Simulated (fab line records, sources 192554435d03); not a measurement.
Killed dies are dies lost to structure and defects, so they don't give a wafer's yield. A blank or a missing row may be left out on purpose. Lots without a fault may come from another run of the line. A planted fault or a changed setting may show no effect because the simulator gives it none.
A struck lot beside a sound one | flow n5_finfet | 16 steps out of a route of 1938
Sound: wafers L269.2, L269.4, L269.6. Struck: wafers L283.3, L283.5, L283.6. The cause comes at the end.
At each step with rows: each side's tool, then ch and its chambers, then its first start. Under that, the readings that differ: sound wafers | struck wafers | difference of the means | sigmas: that difference in standard deviations of wafers without a fault.
alike: readings whose means differ by less than 2 such deviations, and words and numbers that are the same on both sides. not compared: withheld readings, readings that some wafer has no value for, bounds like >300 that may hide the same value, and numbers for which the record gives no deviation and whose values overlap.
The two part at a step that has a row with sigmas, a row that says differs or no value, or rows on one side only. Numbers that don't overlap but have no deviation are shown without sigmas and don't part them. A reading that every wafer of one side lacks parts them only if that side has two wafers or more.

first, 7 steps without rows for these wafers: N5_BEOL_M3_COAT_73 (time 60 s, resist thk 5 nm); N5_BEOL_M3_COAT_05 (resist thk 30 nm); N5_BEOL_M3_EBR_07; N5_BEOL_M3_SOFTBAKE_06 (time 60 s); N5_BEOL_M3_EXPOSE_08 (exposes mask M3); N5_BEOL_M3_PEB_09 (peb time 60 s); N5_BEOL_M3_DEVELOP_10 (develop time 30 s).
N5_BEOL_M3_CD_MEAS_11: target cd 17.05 nm.
  sound on cd_sem-02 ch 0, day 8 20:13; struck on cd_sem-03 ch 0, day 12 16:19
  alike: cd_nm
N5_BEOL_M3_OVL_MEAS_12:
  sound on overlay-02 ch 0, day 8 20:15; struck on overlay-01 ch 0, day 12 16:21
  alike: M3_OVL
N5_BEOL_M3_INSPECT_13: inspects for defects (brightfield).
  sound on defect_inspect-01, day 8 20:19; struck on defect_inspect-01, day 12 16:24
  alike: raw_defect_count
N5_BEOL_M3_DESCUM_16: chemistry O2, time 7 s.
  sound on rie_diel-03 ch 2,3, day 8 20:24; struck on rie_diel-04 ch 0,3, day 12 16:26
  alike: drypump_motor_current_A, oes_product_au, rf_vpp_V, showerhead_plenum_p_Torr, temp_c, throttle_valve_pct
  not compared: rf_hours_counter_h
N5_BEOL_M3_ETCH_74: etches underlayer in N2/H2, target depth 6.5 nm, time 5.2 s.
  sound on rie_diel-03 ch 2,3, day 8 20:26; struck on rie_diel-04 ch 0,3, day 12 16:28
  alike: drypump_motor_current_A, etch_rf_on_time_s, oes_product_au, rf_vpp_V, showerhead_plenum_p_Torr, throttle_valve_pct
  not compared: rf_hours_counter_h
N5_BEOL_M3_ETCH_63: etches SiARC in CF4, target depth 15.6 nm, time 26 s.
  sound on rie_diel-03 ch 2,3, day 8 20:28; struck on rie_diel-04 ch 0,3, day 12 16:29
  reading                | sound             | struck            | difference | sigmas
  etch_rf_on_time_s (s)  | 26.1 27.0 26.2    | 18.1 18.4 18.5    | -8.1       | -14
  oes_product_au (a.u.)  | 0.61 0.62 0.61    | 0.74 0.73 0.72    | +0.12      | +3
  throttle_valve_pct (%) | 15.49 15.75 15.49 | 16.08 16.09 15.69 | +0.38      | +2
  alike: drypump_motor_current_A, rf_vpp_V, showerhead_plenum_p_Torr
  not compared: rf_hours_counter_h
N5_BEOL_M3_ETCH_64: etches SOC in N2/H2, target depth 75 nm, overetch 15 nm, time 112.5 s.
  sound on rie_diel-03 ch 2,3, day 8 20:29; struck on rie_diel-04 ch 0,3, day 12 16:31
  alike: drypump_motor_current_A, oes_product_au, rf_vpp_V, showerhead_plenum_p_Torr, temp_c, throttle_valve_pct
  not compared: rf_hours_counter_h
N5_BEOL_M4_RC_MEAS_101:
  sound on prober-01 ch 0, day 9 15:56; struck on prober-02 ch 0, day 13 14:43
  reading       | sound          | struck         | difference | sigmas
  DIBL_N (mV/V) | 34.9 35.6 35.6 | 39.4 39.6 37.3 | +3.4       | +2
  DIBL_P (mV/V) | 34.4 35.0 35.2 | 39.4 40.7 38.1 | +4.5       | +2
  alike: IOFF_N, IOFF_P, ION_N, ION_P, SS_N, SS_P, VT_N, VT_P
N5_PASSIVATION_PROBE_49:
  the record has rows for the sound wafers here (prober-01, day 14 04:43) and none for the struck ones

WHERE THEY PART
First at N5_BEOL_M3_ETCH_63; last, within this record, at N5_PASSIVATION_PROBE_49.

WHY: what the simulator had put in
Process parameter drift: rie_diel-04, from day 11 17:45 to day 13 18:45, at N5_BEOL_M3_ETCH_63. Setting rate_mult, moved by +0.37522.
